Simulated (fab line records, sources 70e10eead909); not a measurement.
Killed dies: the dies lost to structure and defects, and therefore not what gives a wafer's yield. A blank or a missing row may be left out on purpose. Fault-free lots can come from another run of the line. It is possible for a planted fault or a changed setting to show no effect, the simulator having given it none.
The tool behind it: which one? | flow nand-harc | 72 wafers from 24 lots sampled at 4 of the route's 1302 steps

== WHAT EACH GAUGE READ, for each wafer ==
NHARC_A_CONTACT_CD_MEAS_15. Usual: cd-nm at 190.0 nm, with a standard deviation of 0.87.
lot  | measured     | on        | cd-nm (nm)        | flag
L074 | day 22 06:53 | cd-sem-03 | 190.6 190.3 191.0 |
L076 | day 22 21:17 | cd-sem-01 | 191.2 190.6 191.0 |
L075 | day 22 22:38 | cd-sem-02 | 190.1 189.9 191.1 |
L077 | day 23 16:49 | cd-sem-01 | 189.8 189.8 190.2 |
L080 | day 24 05:56 | cd-sem-03 | 190.5 189.3 189.9 |
L079 | day 24 09:03 | cd-sem-01 | 191.3 190.0 189.6 |
L078 | day 24 09:18 | cd-sem-02 | 188.2 191.0 190.3 |
L081 | day 25 17:05 | cd-sem-02 | 189.5 189.7 191.6 |
L082 | day 25 18:36 | cd-sem-02 | 192.1 190.4 191.9 |
L083 | day 26 14:41 | cd-sem-01 | 189.6 190.2 188.9 |
L084 | day 27 01:11 | cd-sem-03 | 190.2 189.9 190.2 |
L085 | day 27 13:59 | cd-sem-01 | 190.7 189.3 190.6 |
L087 | day 27 14:56 | cd-sem-03 | 190.4 189.1 189.0 |
L086 | day 28 00:54 | cd-sem-02 | 189.8 189.1 189.8 |
L089 | day 28 09:20 | cd-sem-02 | 190.7 190.3 191.4 |
L088 | day 28 10:08 | cd-sem-03 | 188.7 189.8 189.8 |
L090 | day 29 02:55 | cd-sem-02 | 188.0 187.7 189.1 |
L092 | day 29 18:45 | cd-sem-01 | 188.5 190.5 188.7 |
L091 | day 29 20:47 | cd-sem-02 | 190.5 189.7 190.9 |
L093 | day 30 14:35 | cd-sem-01 | 190.3 189.6 190.2 |
L094 | day 30 15:28 | cd-sem-02 | 189.5 190.3 189.9 |
L095 | day 31 03:44 | cd-sem-03 | 190.7 190.7 189.6 |
L096 | day 31 03:34 | cd-sem-03 | 188.9 189.1 188.2 |
L097 | day 33 06:59 | cd-sem-03 | 189.4 189.2 188.9 |

== TOOL THAT RAN EACH LOT (tool first, then ch and the chambers of the sampled wafers, then the start) ==
lot  | NHARC_A_CONTACT_ETCH_126             | NHARC_A_CONTACT_ETCH_131             | NHARC_A_CONTACT_ETCH_134
L074 | har-cap-etch-02 ch 0,1, day 21 21:23 | har-cap-etch-02 ch 0,1, day 21 22:28 | har-cap-etch-03 ch 0,1, day 22 04:53
L076 | har-cap-etch-01 ch 0,1, day 22 12:16 | har-cap-etch-01 ch 0,1, day 22 13:09 | har-cap-etch-01 ch 0,1, day 22 19:13
L075 | har-cap-etch-02 ch 0,1, day 22 13:35 | har-cap-etch-02 ch 0,1, day 22 14:28 | har-cap-etch-02 ch 0,1, day 22 20:34
L077 | har-cap-etch-01 ch 0,1, day 23 05:46 | har-cap-etch-01 ch 0,1, day 23 06:38 | har-cap-etch-03 ch 0,1, day 23 14:47
L080 | har-cap-etch-02 ch 0,1, day 23 20:13 | har-cap-etch-02 ch 0,1, day 23 21:06 | har-cap-etch-02 ch 0,1, day 24 03:55
L079 | har-cap-etch-01 ch 0,1, day 23 23:19 | har-cap-etch-01 ch 0,1, day 24 00:11 | har-cap-etch-01 ch 0,1, day 24 06:31
L078 | har-cap-etch-03 ch 0,1, day 23 23:28 | har-cap-etch-03 ch 0,1, day 24 00:21 | har-cap-etch-03 ch 0,1, day 24 07:15
L081 | har-cap-etch-03 ch 0,1, day 25 07:17 | har-cap-etch-03 ch 0,1, day 25 08:10 | har-cap-etch-01 ch 0,1, day 25 15:02
L082 | har-cap-etch-02 ch 0,1, day 25 09:22 | har-cap-etch-02 ch 0,1, day 25 10:14 | har-cap-etch-03 ch 0,1, day 25 16:31
L083 | har-cap-etch-03 ch 0,1, day 26 04:52 | har-cap-etch-03 ch 0,1, day 26 05:44 | har-cap-etch-02 ch 0,1, day 26 12:40
L084 | har-cap-etch-03 ch 0,1, day 26 11:38 | har-cap-etch-03 ch 0,1, day 26 12:31 | har-cap-etch-01 ch 0,1, day 26 23:05
L085 | har-cap-etch-03 ch 1, day 26 22:13   | har-cap-etch-03 ch 1, day 26 23:07   | har-cap-etch-03 ch 0,1, day 27 11:56
L087 | har-cap-etch-02 ch 0,1, day 26 22:52 | har-cap-etch-02 ch 0,1, day 26 23:45 | har-cap-etch-02 ch 0,1, day 27 12:47
L086 | har-cap-etch-01 ch 0,1, day 27 10:47 | har-cap-etch-01 ch 0,1, day 27 11:40 | har-cap-etch-02 ch 0,1, day 27 22:50
L089 | har-cap-etch-01 ch 0, day 27 22:18   | har-cap-etch-01 ch 0, day 27 23:11   | har-cap-etch-02 ch 0,1, day 28 07:18
L088 | har-cap-etch-03 ch 0,1, day 27 23:10 | har-cap-etch-03 ch 0,1, day 28 00:02 | har-cap-etch-03 ch 0,1, day 28 08:04
L090 | har-cap-etch-01 ch 0,1, day 28 16:07 | har-cap-etch-01 ch 0,1, day 28 16:59 | har-cap-etch-01 ch 0,1, day 29 00:52
L092 | har-cap-etch-03 ch 0,1, day 29 09:28 | har-cap-etch-03 ch 0,1, day 29 10:21 | har-cap-etch-03 ch 0,1, day 29 16:44
L091 | har-cap-etch-02 ch 0,1, day 29 09:34 | har-cap-etch-02 ch 0,1, day 29 10:27 | har-cap-etch-01 ch 0, day 29 18:12
L093 | har-cap-etch-03 ch 0,1, day 30 01:13 | har-cap-etch-03 ch 0,1, day 30 02:07 | har-cap-etch-01 ch 0,1, day 30 12:31
L094 | har-cap-etch-01 ch 0,1, day 30 03:43 | har-cap-etch-01 ch 0,1, day 30 04:36 | har-cap-etch-02 ch 0,1, day 30 13:25
L095 | har-cap-etch-03 ch 0,1, day 30 17:37 | har-cap-etch-03 ch 0,1, day 30 18:47 | har-cap-etch-01 ch 0,1, day 31 01:28
L096 | har-cap-etch-01 ch 0,1, day 30 17:47 | har-cap-etch-01 ch 0,1, day 30 18:41 | har-cap-etch-02 ch 0,1, day 31 01:26
L097 | har-cap-etch-01 ch 0,1, day 32 15:55 | har-cap-etch-01 ch 0,1, day 32 16:47 | har-cap-etch-01 ch 1, day 33 04:55
- NHARC_A_CONTACT_ETCH_126: etches the open film in C4F8/O2/Ar, time 197 s, target depth 1918 nm.
- NHARC_A_CONTACT_ETCH_131: etches the open film in C4F8/O2/Ar, time 197 s, target depth 1918 nm.
- NHARC_A_CONTACT_ETCH_134: etches the open film in C4F8/O2/Ar, time 140 s, target depth 700 nm.

== AS READ BY THE TOOLS THEMSELVES (means over the sampled wafers that have a number; for cases with no such wafer, the mark the record gives instead) ==
NHARC_A_CONTACT_ETCH_126. Usual: chamber-pressure-mTorr at 20.002 mTorr, with a standard deviation of 0.02.
lot  | tool            | chamber-pressure-mTorr (mTorr) | flag
L074 | har-cap-etch-02 | 19.983                         |
L076 | har-cap-etch-01 | 20.024                         |
L075 | har-cap-etch-02 | 20.009                         |
L077 | har-cap-etch-01 | 19.997                         |
L080 | har-cap-etch-02 | 20.005                         |
L079 | har-cap-etch-01 | 20.011                         |
L078 | har-cap-etch-03 | 20.016                         |
L081 | har-cap-etch-03 | 20.003                         |
L082 | har-cap-etch-02 | 20.007                         |
L083 | har-cap-etch-03 | 19.998                         |
L084 | har-cap-etch-03 | 20.011                         |
L085 | har-cap-etch-03 | 19.987                         |
L087 | har-cap-etch-02 | 19.980                         |
L086 | har-cap-etch-01 | 19.994                         |
L089 | har-cap-etch-01 | 19.989                         |
L088 | har-cap-etch-03 | 19.990                         |
L090 | har-cap-etch-01 | 19.993                         |
L092 | har-cap-etch-03 | 20.019                         |
L091 | har-cap-etch-02 | 19.994                         |
L093 | har-cap-etch-03 | 20.006                         |
L094 | har-cap-etch-01 | 19.988                         |
L095 | har-cap-etch-03 | 19.988                         |
L096 | har-cap-etch-01 | 19.999                         |
L097 | har-cap-etch-01 | 20.003                         |

NHARC_A_CONTACT_ETCH_131. Usual: chamber-pressure-mTorr at 19.998 mTorr, with a standard deviation of 0.019.
lot  | tool            | chamber-pressure-mTorr (mTorr) | flag
L074 | har-cap-etch-02 | 20.000                         |
L076 | har-cap-etch-01 | 20.022                         |
L075 | har-cap-etch-02 | 19.995                         |
L077 | har-cap-etch-01 | 20.015                         |
L080 | har-cap-etch-02 | 19.994                         |
L079 | har-cap-etch-01 | 19.996                         |
L078 | har-cap-etch-03 | 20.002                         |
L081 | har-cap-etch-03 | 19.995                         |
L082 | har-cap-etch-02 | 19.976                         |
L083 | har-cap-etch-03 | 20.000                         |
L084 | har-cap-etch-03 | 20.005                         |
L085 | har-cap-etch-03 | 20.000                         |
L087 | har-cap-etch-02 | 19.987                         |
L086 | har-cap-etch-01 | 19.997                         |
L089 | har-cap-etch-01 | 19.992                         |
L088 | har-cap-etch-03 | 20.001                         |
L090 | har-cap-etch-01 | 19.967                         |
L092 | har-cap-etch-03 | 20.006                         |
L091 | har-cap-etch-02 | 19.991                         |
L093 | har-cap-etch-03 | 19.997                         |
L094 | har-cap-etch-01 | 19.990                         |
L095 | har-cap-etch-03 | 19.997                         |
L096 | har-cap-etch-01 | 19.971                         |
L097 | har-cap-etch-01 | 19.998                         |

NHARC_A_CONTACT_ETCH_134. Usual: chamber-pressure-mTorr at 20.002 mTorr, with a standard deviation of 0.018.
lot  | tool            | chamber-pressure-mTorr (mTorr) | flag
L074 | har-cap-etch-03 | 20.008                         |
L076 | har-cap-etch-01 | 19.998                         |
L075 | har-cap-etch-02 | 20.011                         |
L077 | har-cap-etch-03 | 19.992                         |
L080 | har-cap-etch-02 | 20.033                         |
L079 | har-cap-etch-01 | 19.999                         |
L078 | har-cap-etch-03 | 19.982                         |
L081 | har-cap-etch-01 | 19.997                         |
L082 | har-cap-etch-03 | 19.994                         |
L083 | har-cap-etch-02 | 20.021                         |
L084 | har-cap-etch-01 | 20.018                         |
L085 | har-cap-etch-03 | 20.002                         |
L087 | har-cap-etch-02 | 19.996                         |
L086 | har-cap-etch-02 | 20.012                         |
L089 | har-cap-etch-02 | 19.997                         |
L088 | har-cap-etch-03 | 20.009                         |
L090 | har-cap-etch-01 | 19.997                         |
L092 | har-cap-etch-03 | 19.987                         |
L091 | har-cap-etch-01 | 20.012                         |
L093 | har-cap-etch-01 | 20.011                         |
L094 | har-cap-etch-02 | 19.997                         |
L095 | har-cap-etch-01 | 19.987                         |
L096 | har-cap-etch-02 | 20.001                         |
L097 | har-cap-etch-01 | 20.000                         |

== THE ANSWER, worked out from the rows above alone ==
Rule: lot off if the mean of its wafers having a number is beyond 3 standard deviations from the usual mean. Also off: a lot with no number at a reading for which 4 or more lots have one. All remaining lots with rows at the step are treated as sound. The gauges are gone through in route order, then the tools' own readings, and for those a lot's mean is taken as printed above. At the first step where some lot is off, the reading lying furthest off is the one used; lots without a number count as furthest.
None of the lots is off at any reading shown; this tells nothing.

== WHAT WAS PUT IN BY THE SIMULATOR ==
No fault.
